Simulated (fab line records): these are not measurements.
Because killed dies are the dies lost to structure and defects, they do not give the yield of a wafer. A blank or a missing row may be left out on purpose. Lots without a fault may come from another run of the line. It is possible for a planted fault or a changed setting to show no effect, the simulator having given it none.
Chamber matching | flow n5Finfet | rieDiel-01 running N5_SDB_DESCUM_16: 4 sister chambers
The step chemistry O2, time 7.9 s. 22 wafers are shown with their chamber, then 11 later ones without.

WAFERS PAIRED WITH THEIR CHAMBERS
wafer  | chamber | throttleValvePct (%) | drypumpMotorCurrentA (A) | oesProductAu (a.u.)
L077.1 | 1       | 20.50                | 5.6                      | 0.71
L077.2 | 3       | 20.00                | 5.3                      | 0.83
L077.5 | 2       | 20.24                | 5.3                      | 0.81
L078.2 | 3       | 20.01                | 5.3                      | 0.84
L078.4 | 1       | 20.52                | 5.7                      | 0.72
L078.6 | 1       | 20.52                | 5.6                      | 0.72
L079.3 | 1       | 20.50                | 5.7                      | 0.71
L079.4 | 3       | 20.01                | 5.4                      | 0.83
L079.6 | 2       | 20.26                | 5.3                      | 0.81
L080.3 | 0       | 20.76                | 6.2                      | 0.72
L080.5 | 1       | 20.53                | 5.6                      | 0.71
L080.6 | 2       | 20.26                | 5.3                      | 0.80
L082.2 | 1       | 20.51                | 5.7                      | 0.71
L082.4 | 3       | 20.01                | 5.4                      | 0.82
L082.6 | 2       | 20.25                | 5.3                      | 0.79
L083.1 | 2       | 20.26                | 5.3                      | 0.80
L083.2 | 3       | 20.04                | 5.4                      | 0.82
L083.3 | 0       | 20.76                | 6.2                      | 0.71
L084.2 | 2       | 20.26                | 5.3                      | 0.79
L084.4 | 1       | 20.52                | 5.6                      | 0.69
L084.5 | 3       | 20.02                | 5.3                      | 0.83
L086.2 | 1       | 20.51                | 5.7                      | 0.70

SIGNATURES (averages over the wafers above)
reading              | chamber 0 | chamber 1 | chamber 2 | chamber 3 | scatter within a chamber
throttleValvePct     | 20.7600   | 20.5138   | 20.2550   | 20.0150   | 0.0108
drypumpMotorCurrentA | 6.200     | 5.650     | 5.300     | 5.350     | 0.0441
oesProductAu         | 0.7150    | 0.7087    | 0.8000    | 0.8283    | 0.00888
Rule: for a wafer and a chamber, the distance is found by dividing, reading by reading, the gap between the wafer's reading and the chamber's mean by the reading's scatter, squaring, summing and taking the root. If the next closest chamber is less than 2 further off than the closest, the wafer can't be placed; otherwise it belongs to the closest. The scatter: the root of (the sum of the squares of (reading less its chamber's mean) over the shown wafers, divided by (wafers less chambers)).

WAFERS WHOSE CHAMBER IS MISSING
wafer  | throttleValvePct (%) | drypumpMotorCurrentA (A) | oesProductAu (a.u.)
L086.3 | 20.27                | 5.3                      | 0.79
L086.6 | 20.26                | 5.3                      | 0.78
L087.1 | 20.03                | 5.4                      | 0.82
L087.3 | 20.80                | 6.2                      | 0.70
L087.6 | 20.03                | 5.3                      | 0.81
L089.1 | 20.79                | 6.2                      | 0.69
L089.5 | 20.54                | 5.6                      | 0.69
L089.6 | 20.29                | 5.3                      | 0.78
L091.2 | 20.55                | 5.7                      | 0.69
L091.5 | 20.30                | 5.2                      | 0.77
L091.6 | 20.56                | 5.6                      | 0.70

CHAMBER TAKEN BY EACH
wafer  | from the rows above | in truth
L086.3 | 2                   | 2
L086.6 | 2                   | 2
L087.1 | 3                   | 3
L087.3 | 0                   | 0
L087.6 | 3                   | 3
L089.1 | 0                   | 0
L089.5 | 1                   | 1
L089.6 | 2                   | 2
L091.2 | 1                   | 1
L091.5 | 2                   | 2
L091.6 | 1                   | 1
11 of 11 placed correctly. Can't be placed from these rows: 0. Number placed wrongly: 0.
